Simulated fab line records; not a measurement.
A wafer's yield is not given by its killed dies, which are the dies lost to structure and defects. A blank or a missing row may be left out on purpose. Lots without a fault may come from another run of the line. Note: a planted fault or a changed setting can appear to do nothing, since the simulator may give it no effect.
Split-lot study    flow n5Finfet    21 wafers read across 7 lots, on a route 1938 steps long

## ON THE SPLIT
At N5_MOL_CONTACT_COAG_ALD_27 (deposits SiOC, target thk 17 nm, pulse time 1.5 s, time 2720 s), the setting aldCycles was moved away from the recipe's 340 on 8 of the 21 wafers read, by -15.9% to +15.3%. All remaining wafers had this setting at the recipe value.

The split's own step is where the reading is taken.

## THE READING
SiOC_of_MOL_CONTACT_COAG_ALD_27.thkNm (the simulator's own value, which no gauge read), in nm, at N5_MOL_CONTACT_COAG_ALD_27 (deposits SiOC, target thk 17 nm, pulse time 1.5 s, time 2720 s). The file gives no usual value for it. Average 17.0 nm, standard deviation 0.084 nm, over the 13 wafers here run with the recipe.

wafer   tool, chamber at the split  aldCycles as run  against the recipe  SiOC_of_MOL_CONTACT_COAG_ALD_27.thkNm, nm  against lot-mates on the recipe
L076.1  aldSin-02, 2,3,3            286               -15.9%              14.4                                       no lot-mate on the recipe
L076.3  aldSin-02, 2,3,3            286               -15.9%              14.4                                       no lot-mate on the recipe
L076.6  aldSin-02, 2,3,3            286               -15.9%              14.4                                       no lot-mate on the recipe
L080.2  aldSin-02, 3                309               -9.1%               15.4                                       -1.8
L080.4  aldSin-02, 0                309               -9.1%               15.6                                       -1.6
L080.6  aldSin-02, 2                340               recipe              17.2                                       -
L079.2  aldSin-03, 3                340               recipe              17.2                                       -
L079.3  aldSin-03, 1,0              373               +9.7%               18.8                                       +1.6
L079.5  aldSin-03, 1,0              373               +9.7%               18.8                                       +1.6
L084.3  aldSin-03, 1,2,0            340               recipe              17                                         -
L084.4  aldSin-03, 1,2,0            340               recipe              17                                         -
L084.6  aldSin-03, 1,2,0            340               recipe              17                                         -
L088.2  aldSin-03, 0                392               +15.3%              19.6                                       +2.6
L088.4  aldSin-03, 2,3              340               recipe              17                                         -
L088.6  aldSin-03, 2,3              340               recipe              17                                         -
L094.1  aldSin-01, 0,1,1            340               recipe              17                                         -
L094.3  aldSin-01, 0,1,1            340               recipe              17                                         -
L094.5  aldSin-01, 0,1,1            340               recipe              17                                         -
L097.1  aldSin-01, 2,0              340               recipe              17                                         -
L097.2  aldSin-01, 2,0              340               recipe              17                                         -
L097.6  aldSin-01, 1                340               recipe              17.2                                       -
If several chambers appear in one row, that row covers several wafers at once and the file leaves open which wafer was in which chamber.

FIT RESULTS
A straight line over all 21 wafers: SiOC_of_MOL_CONTACT_COAG_ALD_27.thkNm changes by +0.169 nm for each +1% of aldCycles; r = +1.00; the points scatter about the line by 0.086 nm.
The same after taking each lot's own level away (the mean of its wafers on the recipe; 18 wafers): +0.174 nm for each +1%; r = +1.00; scatter 0.071 nm.
On that fit, the largest move of aldCycles shifts the reading by 2.8 nm.
Measured against the standard deviation above, the lots' own levels, which go from 17.00 to 17.20 nm, span 2.4 times it.
The two slopes are in agreement: the lot-to-lot level therefore moves the slope only a little.
Check: +2.65 nm against its lot-mates is what the line predicts for one of the wafers moved furthest among these (+15.3%) when that wafer is left out of the fit. It came out at +2.6 nm against them.

## THE FILE'S OWN FIT
SiOC_of_MOL_CONTACT_COAG_ALD_27.thkNm changes by +0.172 nm for each +1% of aldCycles, r = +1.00.
